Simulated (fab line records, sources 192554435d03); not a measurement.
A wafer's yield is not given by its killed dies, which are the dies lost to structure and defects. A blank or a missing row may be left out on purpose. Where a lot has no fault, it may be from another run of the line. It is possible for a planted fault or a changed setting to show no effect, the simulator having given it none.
Matching of chambers ; flow n5Finfet ; 3 sister chambers for N5_FIN_SAQP_PECVD_47 on pecvd-02
The step deposits a-Si from SiH4/He, target thk 45 nm, time 36.3 s. 3 wafers are shown with their chamber, then 9 later ones without.

## WAFERS PAIRED WITH THEIR CHAMBERS
wafer;chamber;heaterPowerW (W)
L085.5;2;739
L088.1;0;827
L088.4;1;966

## WAFERS WHOSE CHAMBER IS MISSING
wafer;heaterPowerW (W)
L089.2;862
L089.4;818
L089.5;1028
L091.1;1022
L091.2;886
L091.4;860
L092.3;954
L092.5;747
L092.6;786

## WHICH CHAMBER EACH ONE RAN IN
wafer;from the rows above;in truth
L089.2;can't be placed: 0 or 1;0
L089.4;can't be placed: 0 or 2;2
L089.5;1;1
L091.1;1;1
L091.2;can't be placed: 0 or 1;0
L091.4;can't be placed: 0 or 1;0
L092.3;1;1
L092.5;can't be placed: 2 or 0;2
L092.6;can't be placed: 0 or 2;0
Correct placement for 3 of the 9. These rows do not allow placing 6 (true chamber among the candidates in 6). Wrongly placed: 0.
How it was worked out, from the rows above alone: a wafer's distance from a chamber is the root of the sum, over the readings, of the square of ((its reading less the chamber's mean) divided by the reading's scatter). If the next closest chamber is less than 2 further off than the closest, the wafer can't be placed; otherwise it belongs to the closest. The mean given for a chamber averages the wafers shown for that chamber. The scatter (one wafer shown for each chamber): square how far every hidden wafer sits from the nearest shown wafer, average those squares and take the square root.
